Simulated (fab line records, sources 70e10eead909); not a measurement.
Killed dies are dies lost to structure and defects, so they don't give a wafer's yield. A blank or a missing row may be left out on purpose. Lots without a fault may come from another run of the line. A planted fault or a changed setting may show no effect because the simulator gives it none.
fab line records | flow nand_harc
record lots=24 wafers=72 last_day=24
route steps=1159 shown A_STAIRCASE@701 A_SGD_CUT@761 A_CONTACT@871
lots that met no fault: from a run of the same line without faults
start_h: hours from the record's first day to the start of the lot's first wafer shown | wait_h: hours since the lot's step before | " the same as in the row above | L1.1+2: a row that stands for several wafers | - no value, or no start given | * or withheld: withheld | < > ~ a bound
route shown NAME@n: a module of which the file shows steps, and the number in the route of the first | usual: mean/standard deviation of fault-free wafers | same: alike in all rows | chamber/n: place in a boat | sites: the reading at each site | _std_site: their standard deviation | _edge_site: outer sites' mean less inner sites' | radius_mm: how far each site lies from the wafer's centre | mask NAME#n: copy n | behind: the tool/chamber that last shaped the wafer | hold: why the lot was held/for how many hours/how that ended | device: the transistor (n, p or np) that didn't switch | end of line: the same wafers' tests at the end of the route | a step without rows: its recipe alone | killed: dies lost to structure and defects at the first sort, not the wafer's yield | map: a wafer's dies, x killed, . not, _ none there
set.NAME: the setting as run; set.NAME@STEP: as run at that earlier step | model.NAME: the simulator's own value behind a step, which no gauge read
steps of the route over a sample of lots; a table a step, a row a wafer
services: from which hour (start_h, from the record's first day; less than 0 if before it) a tool's chamber was out of use, for how many hours, and why
## steps
# step NHARC_A_STAIRCASE_DEP_417
# recipe target_thk_a=600 step_coverage_pct=20 temp_c=400 target_thk_nm=60 flow_sccm=200 rf_w=450 material=Si3N4
# usual heater_power_w=766/77
# columns lot.wafer tool chamber start_h wait_h heater_power_w
L075.1 pecvd-01 1 265.76 - 826
L075.2 " 2 " " 863
L075.5 " 1 " " 817
L074.1 pecvd-03 1 272.82 - 727
L074.6 " 0 " " 779
L074.4 " 1 " " 574
L076.1 pecvd-01 1 276.60 0.1 796
L076.4 " 0 " " 832
L076.6 " 2 " " 854
L078.1 pecvd-03 2 277.24 0.4 822
L078.2 " 0 " " 773
L078.3 " 1 " " 678
L077.2 pecvd-04 2 279.23 0.1 688
L077.1 " 1 " " 662
L077.6 " 0 " " 733
L079.2 pecvd-03 2 287.44 - 843
L079.4 " 0 " " 802
L079.6 " 2 " " 835
L080.3 pecvd-04 0 299.71 - 734
L080.5 " 0 " " 737
L080.4 " 2 " " 778
L081.1 pecvd-01 1 303.50 - 706
L081.2 " 0 " " 846
L081.6 " 2 " " 891
L082.1 pecvd-04 0 319.38 - 729
L082.5 " 1 " " 683
L082.6 " 2 " " 656
L083.1 pecvd-01 1 320.12 - 734
L083.3 " 0 " " 736
L083.5 " 2 " " 843
L084.3 pecvd-03 2 324.29 - 779
L084.6 " 0 " " 672
L084.5 " 1 " " 669
L087.2 pecvd-04 1 340.80 - 680
L087.1 " 0 " " 746
L087.4 " 2 " " 759
L086.1 pecvd-03 0 341.16 - 742
L086.2 " 1 " " 605
L086.4 " 0 " " 759
L085.1 pecvd-03 1 345.86 - 686
L085.3 " 2 " " 876
L085.5 " 0 " " 637
L088.1 pecvd-04 0 352.81 - 744
L088.3 " 2 " " 816
L088.4 " 1 " " 780
L089.3 pecvd-01 2 356.27 - 844
L089.5 " 0 " " 810
L089.4 " 2 " " 843
L090.1 pecvd-03 0 356.34 - 640
L090.3 " 1 " " 670
L090.4 " 1 " " 680
L091.3 pecvd-01 0 358.63 - 898
L091.1 " 1 " " 835
L091.2 " 2 " " 891
L092.1 pecvd-03 1 370.47 - 684
L092.4 " 0 " " 660
L092.5 " 2 " " 820
L095.3 pecvd-01 0 389.91 - 897
L095.1 " 1 " " 826
L095.2 " 2 " " 739
L096.3 pecvd-03 0 390.68 - 730
L096.1 " 2 " " 740
L096.4 " 0 " " 742
L093.2 pecvd-03 2 392.10 - 760
L093.4 " 0 " " 741
L093.6 " 1 " " 645
L094.3 pecvd-01 1 392.12 - 805
L094.6 " 1 " " 818
L094.4 " 2 " " 841
L097.1 pecvd-01 0 401.03 - 856
L097.4 " 0 " " 854
L097.5 " 1 " " 795
# step NHARC_A_SGD_CUT_DESCUM_14
# recipe time_s=3 o2_flow_sccm=200 ar_flow_sccm=0 bias_power_w=0 chemistry=O2
# usual drypump_motor_current_A=5.8/0.48 mfc_ar_sccm=0.011/0.017 oes_product_au=0.996/0.0069 rf_vpp_V=57.8/0.95 showerhead_plenum_p_Torr=1.92/0.099 throttle_valve_pct=11.311/0.0099
# columns lot.wafer tool chamber start_h wait_h drypump_motor_current_A mfc_ar_sccm oes_product_au rf_hours_counter_h rf_vpp_V showerhead_plenum_p_Torr throttle_valve_pct
L075.1 rie_diel-05 2 306.55 0.1 6.2 0.042 0.989 12 58.8 2.02 11.327
L075.2 " 3 " " 5.7 0 0.991 13 57.4 1.78 11.308
L075.5 " 2 " " 6.3 0.042 1.000 - 59.5 2.02 11.309
L077.1 rie_diel-05 2 317.94 0.1 6.3 0.042 0.994 14 59.3 2.02 11.314
L077.2 " 1 " " 5.4 0 0.992 14 56.4 1.84 11.315
L077.6 " 2 " " 6.3 0.042 0.983 - 58.9 2.02 11.293
L076.4 rie_diel-10 2 318.04 0.1 6.4 0 1.002 9 59.0 2.04 11.300
L076.1 " 1 " " 5.3 0 0.996 10 57.5 1.78 11.317
L076.6 " 2 " " 6.4 0 1.000 - 58.2 2.04 11.306
L074.1 rie_diel-12 0 318.29 0.1 6.7 0 1.000 11 56.9 1.85 11.322
L074.4 " 0 " " 6.7 0 0.996 - 58.5 1.85 11.299
L074.6 " 1 " " 5.4 0.015 1.003 - 58.0 1.98 11.324
L078.1 rie_diel-10 1 319.07 0.1 5.3 0 0.986 10 56.6 1.78 11.314
L078.2 " 2 " " 6.4 0 1.002 10 57.4 2.04 11.316
L078.3 " 3 " " 5.3 0 1.008 8 59.2 1.95 11.315
L079.2 rie_diel-10 1 328.72 0.1 5.2 0 0.995 11 56.9 1.78 11.306
L079.4 " 2 " " 6.4 0 0.996 10 59.0 2.04 11.297
L079.6 " 0 " " 6.4 0.003 0.995 - 58.7 2.06 11.306
L080.3 rie_diel-10 0 342.39 0.1 6.3 0.003 1.003 12 58.7 2.06 11.304
L080.4 " 1 " " 5.2 0 0.997 12 56.8 1.78 11.324
L080.5 " 3 " " 5.3 0 1.011 - 58.2 1.95 11.310
L081.2 rie_diel-05 2 351.70 0.1 6.3 0.042 1.004 0 57.3 2.02 11.315
L081.1 " 0 " " 5.3 0 0.993 0 57.2 1.92 11.315
L081.6 " 2 " " 6.3 0.042 0.992 - 57.5 2.02 11.307
L082.1 rie_diel-05 2 364.54 0.1 6.3 0.042 0.997 1 57.9 2.02 11.300
L082.5 " 1 " " 5.4 0 0.996 - 56.7 1.84 11.313
L082.6 " 2 " " 6.3 0.042 0.998 - 57.9 2.02 11.316
L083.1 rie_diel-12 0 364.72 0.1 6.7 0 1.002 17 59.1 1.85 11.304
L083.3 " 1 " " 5.4 0.015 1.016 16 57.7 1.98 11.290
L083.5 " 1 " " 5.4 0.015 1.008 - 57.8 1.98 11.314
L084.3 rie_diel-12 1 368.67 0.1 5.4 0.015 0.990 16 59.0 1.98 11.297
L084.6 " 2 " " 5.7 0.041 0.995 - 57.1 1.84 11.299
L084.5 " 1 " " 5.5 0.015 1.002 - 58.5 1.98 11.326
L086.1 rie_diel-05 3 381.95 0.1 5.6 0 1.006 3 56.8 1.77 11.308
L086.4 " 1 " " 5.4 0 0.997 3 58.3 1.84 11.329
L086.2 " 2 " " 6.3 0.042 1.005 3 58.7 2.02 11.293
L087.2 rie_diel-10 1 382.20 0.1 5.3 0 1.002 1 56.4 1.78 11.320
L087.1 " 2 " " 6.4 0 0.986 1 58.3 2.04 11.298
L087.4 " 0 " " 6.3 0.003 1.005 1 57.0 2.06 11.317
L085.3 rie_diel-12 0 388.69 0.1 6.7 0 0.992 0 56.8 1.85 11.334
L085.1 " 1 " " 5.5 0.015 1.001 0 57.7 1.98 11.313
L085.5 " 0 " " 6.7 0 1.006 - 58.2 1.85 11.322
L088.3 rie_diel-10 0 392.61 0.1 6.3 0.003 1.002 2 59.5 2.06 11.314
L088.1 " 1 " " 5.2 0 0.994 2 57.1 1.78 11.314
L088.4 " 3 " " 5.3 0 1.003 2 58.3 1.95 11.310
L090.3 rie_diel-05 3 402.86 0.1 5.6 0 0.999 5 56.0 1.77 11.321
L090.1 " 0 " " 5.3 0 0.992 6 57.3 1.91 11.305
L090.4 " 1 " " 5.4 0 0.992 6 58.7 1.84 11.315
L091.2 rie_diel-12 2 403.25 0.1 5.8 0.041 0.995 1 59.2 1.84 11.314
L091.1 " 3 " " 5.7 0.036 0.989 2 58.1 1.98 11.292
L091.3 " 0 " " 6.7 0 0.998 2 59.8 1.85 11.311
L089.3 rie_diel-05 2 404.69 0.1 6.2 0.042 0.994 6 58.1 2.02 11.289
L089.4 " 0 " " 5.3 0 0.982 6 58.3 1.91 11.337
L089.5 " 3 " " 5.7 0 0.998 - 56.9 1.77 11.319
L092.1 rie_diel-12 1 414.47 0.1 5.4 0.015 0.995 3 58.1 1.98 11.317
L092.4 " 3 " " 5.7 0.036 0.998 3 58.0 1.98 11.310
L092.5 " 1 " " 5.4 0.015 0.995 - 58.3 1.98 11.321
L096.1 rie_diel-05 0 433.27 0.1 5.3 0 0.989 9 58.1 1.91 11.334
L096.4 " 1 " " 5.4 0 1.006 10 57.0 1.84 11.304
L096.3 " 2 " " 6.3 0.042 1.003 9 57.1 2.02 11.313
L095.3 rie_diel-12 2 433.58 0.1 5.8 0.041 0.999 5 57.4 1.83 11.310
L095.1 " 3 " " 5.7 0.036 0.993 6 56.9 1.97 11.313
L095.2 " 1 " " 5.4 0.015 0.997 5 58.5 1.98 11.330
L094.3 rie_diel-10 0 434.41 0.1 6.3 0.003 1.001 6 59.2 2.06 11.310
L094.4 " 1 " " 5.2 0 0.992 - 57.1 1.78 11.321
L094.6 " 0 " " 6.3 0.003 1.001 - 59.0 2.06 11.308
L093.4 rie_diel-05 0 435.49 0.1 5.3 0 1.001 9 58.9 1.91 11.316
L093.2 " 3 " " 5.6 0 0.990 9 57.1 1.77 11.309
L093.6 " 0 " " 5.3 0 0.983 - 57.4 1.91 11.318
L097.1 rie_diel-10 2 446.17 0.1 6.4 0 0.991 7 58.7 2.04 11.326
L097.4 " 1 " " 5.2 0 0.994 7 59.3 1.78 11.319
L097.5 " 2 " " 6.4 0 0.981 - 59.5 2.04 11.320
# step NHARC_A_CONTACT_ETCH_120
# recipe source_w=withheld pressure_mtorr=20 bias_v=3000 time_s=94 target_depth_a=9220 ar_flow_sccm=withheld c4f8_flow_sccm=withheld o2_flow_sccm=withheld chemistry=C4F8/O2/Ar
# columns lot.wafer tool chamber start_h wait_h rf_hours_counter_h
L075.2 har_cap_etch-03 0 373.43 0.1 79
L075.1 " 1 " " 79
L075.5 " 1 " " -
L076.1 har_cap_etch-02 1 375.81 0.1 8
L076.4 " 0 " " -
L076.6 " 1 " " -
L077.2 har_cap_etch-03 1 378.48 0.1 80
L077.1 " 0 " " 80
L077.6 " 1 " " -
L074.1 har_cap_etch-03 1 384.59 0.1 82
L074.4 " 1 " " -
L074.6 " 0 " " -
L078.2 har_cap_etch-02 0 386.20 0.1 11
L078.1 " 1 " " 11
L078.3 " 0 " " -
L079.2 har_cap_etch-03 1 392.35 0.1 85
L079.4 " 0 " " -
L079.6 " 0 " " -
L080.3 har_cap_etch-03 1 403.45 0.1 -
L080.4 " 0 " " -
L080.5 " 1 " " -
L081.1 har_cap_etch-02 1 409.61 0.1 15
L081.2 " 0 " " 15
L081.6 " 0 " " -
L082.1 har_cap_etch-03 1 423.55 0.1 91
L082.6 " 1 " " -
L082.5 " 0 " " -
L083.1 har_cap_etch-01 0 424.70 0.1 67
L083.3 " 1 " " -
L083.5 " 0 " " -
L084.3 har_cap_etch-02 1 427.24 0.1 -
L084.6 " 1 " " -
L084.5 " 0 " " -
L086.2 har_cap_etch-01 1 434.66 0.1 69
L086.1 " 0 " " 69
L086.4 " 0 " " -
L087.1 har_cap_etch-03 0 435.47 0.1 94
L087.2 " 1 " " 94
L087.4 " 1 " " -
L085.1 har_cap_etch-03 1 448.38 0.1 96
L085.3 " 1 " " -
L085.5 " 1 " " -
L088.1 har_cap_etch-01 1 451.36 0.1 72
L088.4 " 0 " " -
L088.3 " 1 " " -
L091.2 har_cap_etch-01 0 462.17 0.1 74
L091.1 " 1 " " 74
L091.3 " 0 " " -
L089.4 har_cap_etch-02 0 462.54 0.1 -
L089.3 " 1 " " -
L089.5 " 1 " " -
L090.1 har_cap_etch-02 0 467.22 0.1 25
L090.3 " 1 " " -
L090.4 " 0 " " -
L092.1 har_cap_etch-02 0 478.94 0.1 28
L092.4 " 0 " " -
L092.5 " 0 " " -
L096.1 har_cap_etch-02 0 488.05 0.1 29
L096.4 " 1 " " -
L096.3 " 0 " " -
L094.4 har_cap_etch-01 1 495.45 0.1 -
L094.3 " 0 " " -
L094.6 " 0 " " -
L095.2 har_cap_etch-03 0 496.94 0.1 103
L095.1 " 1 " " 103
L095.3 " 1 " " -
L093.2 har_cap_etch-01 0 500.25 0.1 80
L093.4 " 0 " " -
L093.6 " 1 " " -
L097.1 har_cap_etch-02 1 508.49 0.1 33
L097.4 " 0 " " -
L097.5 " 1 " " -
# step NHARC_A_CONTACT_ETCH_90
# recipe target_depth_a=400 over_etch_frac=0.5 time_s=85.7 ion_energy_ev=120 ch3f_flow_sccm=50 o2_flow_sccm=30 ar_flow_sccm=200 rf_w=500 bias_w=100 chemistry=CH3F/O2
# usual drypump_motor_current_A=5.75/0.25 mfc_ar_sccm=199.9/0.67 oes_product_au=0.95/0.036 rf_vpp_V=244.5/1.7 showerhead_plenum_p_Torr=2.47/0.1 throttle_valve_pct=20.664/0.0088
# same over_etch_frac=0.5
# columns lot.wafer tool chamber start_h wait_h drypump_motor_current_A mfc_ar_sccm oes_product_au rf_hours_counter_h rf_vpp_V showerhead_plenum_p_Torr throttle_valve_pct
L075.1 rie_diel-07 1 374.31 0.5 5.62 200.5 0.93 49 245.3 2.47 20.668
L075.2 " 2 " " 5.63 199.7 0.92 52 245.5 2.52 20.663
L075.5 " 0 " " 5.70 199.6 0.93 - 245.1 2.54 20.659
L076.4 rie_diel-01 0 376.67 0.4 6.17 201.0 1.00 9 245.9 2.50 20.661
L076.1 " 2 " " 5.68 200.2 0.99 10 246.6 2.57 20.660
L076.6 " 1 " " 5.83 199.7 1.00 - 245.1 2.56 20.661
L077.1 rie_diel-01 1 379.35 0.5 5.86 200.6 0.94 10 245.8 2.56 20.669
L077.2 " 0 " " 6.17 199.5 0.94 10 243.2 2.50 20.653
L077.6 " 2 " " 5.71 200.0 0.92 - 246.2 2.57 20.666
L074.1 rie_diel-01 2 385.46 0.5 5.68 199.8 1.00 11 246.6 2.57 20.662
L074.4 " 3 " " 5.69 201.1 1.01 11 242.6 2.27 20.659
L074.6 " 2 " " 5.70 200.8 0.99 - 245.1 2.57 20.642
L078.2 rie_diel-07 1 387.29 0.7 5.62 200.4 0.93 55 245.1 2.46 20.663
L078.3 " 2 " " 5.63 200.6 0.92 57 245.2 2.51 20.658
L078.1 " 3 " " 5.48 200.1 0.92 60 243.4 2.45 20.670
L079.4 rie_diel-02 0 393.24 0.4 5.84 199.5 1.00 18 243.0 2.36 20.678
L079.2 " 3 " " 6.10 200.5 0.99 19 245.4 2.52 20.664
L079.6 " 0 " " 5.83 199.4 1.00 - 242.9 2.36 20.669
L080.3 rie_diel-01 0 404.31 0.5 6.18 200.2 0.93 17 244.3 2.50 20.671
L080.4 " 2 " " 5.67 200.5 0.91 17 245.6 2.57 20.659
L080.5 " 3 " " 5.72 200.6 0.93 - 242.0 2.27 20.665
L081.1 rie_diel-01 2 410.95 0.8 5.70 200.0 0.99 18 245.8 2.57 20.644
L081.2 " 3 " " 5.66 200.5 1.00 17 241.6 2.27 20.659
L081.6 " 2 " " 5.68 198.7 1.01 - 246.0 2.57 20.657
L082.1 rie_diel-01 3 424.48 0.6 5.68 199.5 0.92 19 241.3 2.27 20.664
L082.6 " 0 " " 6.17 199.2 0.94 - 245.8 2.50 20.668
L082.5 " 1 " " 5.87 200.3 0.92 - 245.6 2.56 20.671
L083.3 rie_diel-02 1 425.59 0.5 5.50 199.5 0.92 31 241.5 2.31 20.653
L083.1 " 2 " " 5.17 199.7 0.93 33 245.9 2.62 20.670
L083.5 " 3 " " 6.07 200.7 0.92 - 243.8 2.51 20.673
L084.3 rie_diel-01 2 428.13 0.5 5.69 199.3 0.92 21 245.9 2.56 20.656
L084.6 " 3 " " 5.70 200.7 0.92 - 240.2 2.27 20.666
L084.5 " 0 " " 6.17 201.3 0.93 - 245.4 2.50 20.669
L086.1 rie_diel-07 1 435.53 0.5 5.60 199.5 0.94 7 243.6 2.46 20.658
L086.4 " 2 " " 5.63 199.7 0.93 7 244.7 2.51 20.673
L086.2 " 3 " " 5.44 199.9 0.94 9 243.8 2.44 20.681
L087.2 rie_diel-02 0 436.35 0.5 5.84 200.2 0.93 36 242.1 2.35 20.676
L087.4 " 1 " " 5.49 200.0 0.93 37 241.1 2.31 20.673
L087.1 " 2 " " 5.14 199.2 0.93 38 247.9 2.62 20.663
L085.1 rie_diel-02 0 449.24 0.5 5.82 198.9 0.94 42 241.9 2.35 20.672
L085.3 " 2 " " 5.19 198.7 0.92 42 246.7 2.62 20.666
L085.5 " 1 " " 5.48 200.2 0.93 - 242.7 2.31 20.674
L088.4 rie_diel-01 3 452.23 0.5 5.66 199.6 1.00 25 241.8 2.27 20.666
L088.3 " 0 " " 6.16 199.2 1.00 26 245.4 2.50 20.671
L088.1 " 1 " " 5.89 199.7 1.00 27 245.5 2.56 20.661
L091.1 rie_diel-01 2 463.05 0.5 5.70 200.5 0.91 28 245.1 2.56 20.667
L091.2 " 3 " " 5.67 201.0 0.93 27 241.5 2.27 20.652
L091.3 " 0 " " 6.16 201.4 0.92 28 245.8 2.50 20.677
L089.4 rie_diel-02 2 463.40 0.5 5.14 200.3 0.93 46 246.9 2.62 20.688
L089.3 " 0 " " 5.84 198.7 0.93 47 241.4 2.35 20.649
L089.5 " 2 " " 5.16 200.2 0.93 - 246.0 2.62 20.660
L090.1 rie_diel-07 3 468.08 0.5 5.43 199.7 1.00 20 244.5 2.44 20.661
L090.4 " 1 " " 5.60 200.2 1.01 19 243.8 2.45 20.671
L090.3 " 2 " " 5.62 200.8 1.00 19 245.3 2.50 20.672
L092.1 rie_diel-07 1 479.81 0.5 5.62 199.6 1.00 23 244.3 2.45 20.672
L092.4 " 0 " " 5.70 200.0 1.00 25 245.1 2.52 20.657
L092.5 " 1 " " 5.65 200.2 1.00 - 243.7 2.45 20.653
L096.3 rie_diel-01 1 488.91 0.4 5.86 200.2 0.93 34 245.8 2.55 20.668
L096.1 " 2 " " 5.67 199.7 0.92 32 245.1 2.56 20.666
L096.4 " 3 " " 5.67 200.6 0.92 32 240.2 2.27 20.666
L094.3 rie_diel-02 2 496.33 0.4 5.16 200.3 0.93 55 245.3 2.61 20.666
L094.4 " 3 " " 6.10 199.9 0.92 55 244.7 2.50 20.663
L094.6 " 0 " " 5.84 199.1 0.92 - 242.8 2.34 20.654
L095.1 rie_diel-07 3 498.08 0.6 5.42 200.6 0.93 32 244.8 2.43 20.666
L095.2 " 0 " " 5.71 199.9 0.92 31 244.5 2.52 20.674
L095.3 " 1 " " 5.61 199.7 0.92 30 242.8 2.45 20.657
L093.4 rie_diel-01 1 501.13 0.4 5.88 200.8 1.01 0 245.3 2.55 20.660
L093.2 " 0 " " 6.18 200.4 1.00 0 245.4 2.49 20.654
L093.6 " 2 " " 5.67 199.1 0.99 - 244.9 2.56 20.671
L097.4 rie_diel-01 0 509.38 0.4 6.19 198.9 0.92 2 244.5 2.49 20.667
L097.1 " 2 " " 5.69 199.6 0.91 2 245.3 2.56 20.669
L097.5 " 1 " " 5.99 199.6 0.92 - 245.2 2.55 20.660
# step NHARC_A_CONTACT_DEP_58
# recipe target_thk_a=600 target_thk_nm=60 temp_c=400 pressure_torr=3.5 flow_sccm=200 rf_w=350 material=SiON
# usual heater_power_w=782/91
# columns lot.wafer tool chamber start_h wait_h heater_power_w
L075.2 pecvd-01 0 378.56 1.2 895
L075.1 " 1 " " 862
L075.5 " 2 " " 911
L076.1 pecvd-02 0 383.00 1.7 885
L076.4 " 2 " " 646
L076.6 " 0 " " 882
L077.2 pecvd-02 0 384.88 1.6 884
L077.1 " 1 " " 805
L077.6 " 2 " " 570
L074.1 pecvd-02 1 388.80 1.5 784
L074.4 " 2 " " 618
L074.6 " 0 " " 898
L078.2 pecvd-02 0 391.76 1.2 816
L078.3 " 1 " " 723
L078.1 " 2 " " 566
L079.2 pecvd-02 0 396.81 1.2 887
L079.4 " 1 " " 823
L079.6 " 2 " " 635
L080.3 pecvd-04 0 407.59 0.9 753
L080.4 " 2 " " 731
L080.5 " 0 " " 766
L081.1 pecvd-01 0 417.58 1.5 840
L081.2 " 1 " " 750
L081.6 " 0 " " 814
L082.1 pecvd-02 1 427.54 1.4 747
L082.6 " 1 " " 729
L082.5 " 2 " " 658
L083.1 pecvd-04 0 429.29 1.5 802
L083.3 " 1 " " 813
L083.5 " 1 " " 812
L084.3 pecvd-01 2 431.34 1.0 874
L084.6 " 1 " " 822
L084.5 " 2 " " 910
L086.2 pecvd-01 0 438.45 1.2 816
L086.1 " 1 " " 838
L086.4 " 2 " " 872
L087.1 pecvd-04 0 439.27 1.5 689
L087.2 " 2 " " 841
L087.4 " 2 " " 896
L085.1 pecvd-02 2 452.70 1.5 652
L085.3 " 1 " " 678
L085.5 " 0 " " 761
L088.3 pecvd-04 2 456.68 0.9 840
L088.1 " 1 " " 777
L088.4 " 1 " " 783
L091.2 pecvd-02 2 466.06 1.2 595
L091.3 " 0 " " 887
L091.1 " 1 " " 803
L089.3 pecvd-04 1 466.34 0.9 766
L089.4 " 0 " " 774
L089.5 " 2 " " 772
L090.1 pecvd-01 0 471.79 1.5 756
L090.3 " 2 " " 939
L090.4 " 2 " " 947
L092.1 pecvd-02 1 482.76 1.5 775
L092.5 " 0 " " 774
L092.4 " 1 " " 788
L096.1 pecvd-01 0 493.36 1.5 820
L096.3 " 1 " " 869
L096.4 " 2 " " 909
L094.3 pecvd-02 1 499.20 0.9 804
L094.4 " 1 " " 825
L094.6 " 2 " " 627
L095.1 pecvd-01 0 502.70 1.5 830
L095.3 " 1 " " 794
L095.2 " 2 " " 872
L093.2 pecvd-01 2 504.10 1.2 863
L093.6 " 1 " " 818
L093.4 " 2 " " 836
L097.1 pecvd-02 2 512.33 1.4 571
L097.4 " 0 " " 827
L097.5 " 1 " " 719
# step NHARC_A_CONTACT_ETCH_91
# recipe target_depth_a=400 over_etch_frac=0.5 time_s=85.7 ion_energy_ev=120 ch3f_flow_sccm=50 o2_flow_sccm=30 ar_flow_sccm=200 rf_w=500 bias_w=100 chemistry=CH3F/O2
# usual drypump_motor_current_A=5.71/0.24 mfc_ar_sccm=200.0/0.6 oes_product_au=0.938/0.029 rf_vpp_V=244.6/1.5 showerhead_plenum_p_Torr=2.48/0.098 throttle_valve_pct=20.663/0.01
# same over_etch_frac=0.5
# columns lot.wafer tool chamber start_h wait_h drypump_motor_current_A mfc_ar_sccm oes_product_au rf_hours_counter_h rf_vpp_V showerhead_plenum_p_Torr throttle_valve_pct
L075.2 rie_diel-07 1 382.65 0.5 5.60 199.9 0.929 53 243.6 2.46 20.673
L075.1 " 3 " " 5.44 200.9 0.927 58 243.3 2.45 20.649
L075.5 " 1 " " 5.62 199.7 0.922 - 244.5 2.46 20.669
L076.4 rie_diel-01 1 387.23 0.5 5.87 200.5 0.924 13 246.7 2.56 20.672
L076.1 " 2 " " 5.68 199.5 0.916 12 245.2 2.57 20.657
L076.6 " 3 " " 5.69 199.8 0.923 - 241.7 2.27 20.648
L077.1 rie_diel-07 2 389.00 0.5 5.63 198.8 0.925 58 244.8 2.51 20.675
L077.2 " 3 " " 5.47 200.2 0.926 61 244.0 2.45 20.656
L077.6 " 1 " " 5.64 199.9 0.923 - 243.1 2.46 20.667
L074.1 rie_diel-07 2 393.27 0.6 5.63 199.9 0.918 58 244.3 2.51 20.670
L074.4 " 0 " " 5.72 200.2 0.927 59 246.1 2.53 20.653
L074.6 " 1 " " 5.62 199.6 0.937 - 244.0 2.46 20.651
L078.2 rie_diel-02 1 396.33 0.6 5.47 199.8 1.003 20 241.2 2.32 20.645
L078.1 " 2 " " 5.18 199.7 0.990 21 245.9 2.63 20.648
L078.3 " 3 " " 6.10 200.2 0.990 20 243.8 2.52 20.671
L079.2 rie_diel-01 3 400.77 0.5 5.69 199.7 0.922 15 241.0 2.27 20.668
L079.4 " 1 " " 5.84 199.2 0.932 17 245.9 2.56 20.665
L079.6 " 3 " " 5.70 199.3 0.930 - 241.7 2.27 20.643
L080.3 rie_diel-01 2 411.52 0.4 5.71 199.8 0.918 18 246.2 2.57 20.669
L080.4 " 0 " " 6.16 200.0 0.927 18 243.7 2.50 20.666
L080.5 " 3 " " 5.71 200.7 0.918 - 242.6 2.27 20.648
L081.1 rie_diel-02 2 421.57 0.5 5.16 200.5 0.919 32 246.7 2.62 20.668
L081.2 " 3 " " 6.10 200.2 0.905 30 244.5 2.51 20.668
L081.6 " 1 " " 5.46 201.1 0.932 - 243.3 2.31 20.663
L082.1 rie_diel-01 0 431.64 0.5 6.18 200.7 0.926 23 245.5 2.50 20.673
L082.5 " 2 " " 5.69 200.7 0.917 - 248.4 2.56 20.659
L082.6 " 3 " " 5.68 200.3 0.924 - 241.0 2.27 20.661
L083.3 rie_diel-01 3 433.15 0.4 5.69 199.4 0.916 22 242.8 2.27 20.656
L083.1 " 0 " " 6.17 199.4 0.926 23 245.0 2.50 20.651
L083.5 " 1 " " 5.86 199.3 0.934 - 245.4 2.56 20.677
L084.3 rie_diel-02 1 435.18 0.5 5.49 200.1 0.963 36 242.0 2.31 20.669
L084.6 " 2 " " 5.15 200.3 0.951 - 245.4 2.62 20.671
L084.5 " 3 " " 6.11 200.0 0.939 - 244.2 2.51 20.665
L086.4 rie_diel-01 3 442.22 0.4 5.69 199.5 1.003 24 242.2 2.27 20.681
L086.2 " 0 " " 6.16 200.5 1.001 25 246.5 2.50 20.652
L086.1 " 1 " " 5.89 200.1 1.016 26 244.9 2.56 20.671
L087.2 rie_diel-01 0 443.07 0.5 6.17 199.6 0.928 25 245.3 2.50 20.676
L087.1 " 2 " " 5.69 200.7 0.920 25 245.4 2.56 20.654
L087.4 " 3 " " 5.65 199.9 0.918 24 242.3 2.27 20.680
L085.3 rie_diel-07 3 457.18 0.4 5.45 200.5 0.931 16 245.4 2.44 20.652
L085.1 " 2 " " 5.63 199.8 0.924 15 246.4 2.50 20.652
L085.5 " 3 " " 5.46 199.6 0.927 - 244.4 2.44 20.663
L088.1 rie_diel-02 2 460.83 0.5 5.15 200.3 0.933 45 246.8 2.62 20.674
L088.3 " 3 " " 6.11 200.0 0.920 44 244.3 2.51 20.654
L088.4 " 1 " " 5.53 200.1 0.936 46 241.9 2.31 20.660
L091.3 rie_diel-01 3 470.00 0.4 5.68 201.1 0.930 28 242.0 2.27 20.656
L091.1 " 1 " " 5.90 198.9 0.929 31 246.5 2.55 20.649
L091.2 " 2 " " 5.74 199.0 0.922 29 245.7 2.56 20.644
L089.4 rie_diel-07 0 470.40 0.5 5.71 200.4 0.934 22 246.3 2.52 20.666
L089.3 " 1 " " 5.62 201.5 0.923 20 244.7 2.45 20.653
L089.5 " 2 " " 5.60 199.7 0.918 - 245.9 2.50 20.665
L090.3 rie_diel-07 2 475.68 0.4 5.63 199.4 1.000 23 245.9 2.50 20.681
L090.4 " 0 " " 5.70 200.1 1.005 24 244.4 2.52 20.663
L090.1 " 1 " " 5.59 200.3 1.002 22 244.0 2.45 20.657
L092.1 rie_diel-07 2 486.55 0.5 5.63 199.3 0.911 26 245.4 2.50 20.670
L092.4 " 1 " " 5.60 200.1 0.925 24 243.7 2.45 20.674
L092.5 " 2 " " 5.63 200.3 0.923 - 244.8 2.50 20.662
L096.4 rie_diel-07 1 497.27 0.4 5.61 200.8 0.923 30 244.4 2.45 20.646
L096.3 " 2 " " 5.65 199.7 0.922 30 244.4 2.50 20.656
L096.1 " 3 " " 5.47 200.2 0.932 32 244.7 2.44 20.640
L094.4 rie_diel-01 1 503.12 0.4 5.82 199.1 1.007 0 245.4 2.55 20.666
L094.3 " 0 " " 6.16 199.2 0.998 0 245.4 2.49 20.668
L094.6 " 1 " " 5.84 199.7 0.999 - 246.1 2.55 20.659
L095.2 rie_diel-07 0 506.56 0.5 5.70 199.5 0.919 35 244.7 2.52 20.670
L095.1 " 1 " " 5.60 200.6 0.934 34 244.5 2.45 20.674
L095.3 " 2 " " 5.62 200.7 0.923 35 243.0 2.50 20.674
L093.4 rie_diel-01 3 508.66 0.5 5.66 200.9 0.928 2 246.1 2.66 20.662
L093.2 " 0 " " 6.20 200.0 0.926 2 244.3 2.49 20.656
L093.6 " 1 " " 5.88 199.1 0.917 - 245.1 2.55 20.658
L097.4 rie_diel-01 2 516.90 0.4 5.69 200.8 0.917 4 244.5 2.56 20.667
L097.1 " 0 " " 6.19 200.7 0.921 4 246.3 2.49 20.660
L097.5 " 2 " " 5.69 200.5 0.915 - 245.4 2.56 20.672
## services
# columns tool chamber start_h hours kind
rie_diel-02 - 258.59 0.4 repair
rie_diel-01 3 265.08 3.8 repair
rie_diel-07 0 271.98 11.8 repair
rie_diel-01 3 275.74 1.4 repair
pecvd-02 1 282.20 7.0 repair
pecvd-04 2 285.97 3.9 repair
pecvd-03 - 292.50 13.0 pm
har_cap_etch-02 - 305.00 17.0 pm
rie_diel-01 - 314.81 9.0 pm
pecvd-02 0 322.27 9.2 repair
rie_diel-02 - 327.83 9.0 pm
pecvd-02 - 334.00 13.0 pm
pecvd-04 - 376.22 13.0 pm
rie_diel-07 0 379.37 1.6 repair
pecvd-01 2 380.81 4.5 repair
rie_diel-07 - 405.36 9.0 pm
rie_diel-02 1 414.90 1.6 repair
pecvd-01 - 418.00 13.0 pm
pecvd-03 2 445.72 3.7 repair
pecvd-03 1 459.06 13.2 repair
pecvd-03 - 473.71 13.0 pm
rie_diel-01 - 491.81 9.0 pm
rie_diel-02 - 505.80 9.0 pm
pecvd-02 - 515.24 13.0 pm
## key
fault none
